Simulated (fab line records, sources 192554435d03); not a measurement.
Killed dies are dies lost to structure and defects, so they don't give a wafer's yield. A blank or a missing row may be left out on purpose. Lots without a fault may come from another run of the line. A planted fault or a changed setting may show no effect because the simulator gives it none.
Chamber matching | flow n5_finfet | N5_BEOL_M9_CURE_72 on uv_cure-03: 3 sister chambers
The step cures SiCOH lowk, time 120 s. 14 wafers are shown with their chamber, then 6 later ones without.

WAFERS WITH THEIR CHAMBER
wafer  | chamber | wafer_temp_C_max | lamp_power_pct (%)
L078.3 | 2       | 373.4            | 52.29
L078.6 | 2       | 372.0            | 52.35
L084.2 | 0       | 371.8            | 52.35
L084.3 | 0       | 371.8            | 52.31
L084.5 | 0       | 372.4            | 52.29
L088.1 | 0       | 371.6            | 52.27
L088.3 | 0       | 371.9            | 52.34
L088.5 | 0       | 371.4            | 52.34
L090.1 | 1       | 372.3            | 52.41
L090.2 | 1       | 372.3            | 52.29
L090.5 | 1       | 371.7            | 52.27
L093.2 | 0       | 371.7            | 52.28
L093.4 | 0       | 371.7            | 52.25
L093.5 | 0       | 372.0            | 52.31

SIGNATURES (means of the wafers above)
reading          | chamber 0 | chamber 1 | chamber 2 | scatter within a chamber
wafer_temp_C_max | 371.811   | 372.100   | 372.700   | 0.41
lamp_power_pct   | 52.3044   | 52.3233   | 52.3200   | 0.0456
Rule: a wafer's distance from a chamber is the root of the sum, over the readings, of the square of ((its reading less the chamber's mean) divided by the reading's scatter). The wafer belongs to the nearest chamber; if the next one is less than 2 further off, it can't be placed. The scatter: the root of (the sum of the squares of (reading less its chamber's mean) over the shown wafers, divided by (wafers less chambers)).

WAFERS WITHOUT THEIR CHAMBER
wafer  | wafer_temp_C_max | lamp_power_pct (%)
L094.1 | 371.9            | 52.30
L094.4 | 371.6            | 52.37
L094.6 | 372.0            | 52.32
L096.1 | 371.6            | 52.34
L096.3 | 372.9            | 52.31
L096.4 | 372.4            | 52.26

WHICH CHAMBER EACH WENT THROUGH
wafer  | from the rows above          | in truth
L094.1 | can't be placed: 0 or 1 or 2 | 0
L094.4 | can't be placed: 0 or 1 or 2 | 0
L094.6 | can't be placed: 1 or 0 or 2 | 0
L096.1 | can't be placed: 0 or 1 or 2 | 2
L096.3 | can't be placed: 2 or 1      | 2
L096.4 | can't be placed: 2 or 1 or 0 | 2
Placed correctly: 0 of 6. Can't be placed from these rows: 6 (the true chamber is among the candidates in 6). Placed wrongly: 0.
